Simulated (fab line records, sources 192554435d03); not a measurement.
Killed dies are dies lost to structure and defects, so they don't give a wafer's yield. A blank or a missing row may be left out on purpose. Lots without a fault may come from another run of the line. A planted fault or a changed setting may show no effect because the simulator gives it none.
Chamber matching | flow n5_finfet | N5_HKMG_FIN_ALD_21 on ald_metal-04: 4 sister chambers
The step deposits TiN, target thk 1.5 nm, pulse time 1 s, purge time 3 s. 4 wafers are shown with their chamber, then 9 later ones without.

WAFERS WITH THEIR CHAMBER
wafer  | chamber | heater_power_w (W)
L087.3 | 0       | 831
L087.4 | 1       | 761
L087.5 | 2       | 879
L087.6 | 3       | 893

WAFERS WITHOUT THEIR CHAMBER
wafer  | heater_power_w (W)
L088.1 | 764
L088.2 | 841
L088.4 | 859
L091.1 | 763
L091.2 | 847
L091.3 | 891
L091.4 | 884
L091.5 | 750
L091.6 | 868

WHICH CHAMBER EACH WENT THROUGH
wafer  | from the rows above          | in truth
L088.1 | 1                            | 1
L088.2 | 0                            | 0
L088.4 | can't be placed: 2 or 0 or 3 | 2
L091.1 | 1                            | 1
L091.2 | can't be placed: 0 or 2      | 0
L091.3 | can't be placed: 3 or 2      | 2
L091.4 | can't be placed: 2 or 3      | 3
L091.5 | 1                            | 1
L091.6 | can't be placed: 2 or 3      | 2
Placed correctly: 4 of 9. Can't be placed from these rows: 5 (the true chamber is among the candidates in 5). Placed wrongly: 0.
How it was worked out, from the rows above alone: a wafer's distance from a chamber is the root of the sum, over the readings, of the square of ((its reading less the chamber's mean) divided by the reading's scatter). The wafer belongs to the nearest chamber; if the next one is less than 2 further off, it can't be placed. A chamber's mean is the mean of its shown wafers. The scatter: with one shown wafer a chamber, the root of the mean of the squares of how far each hidden wafer lies from its nearest shown one.
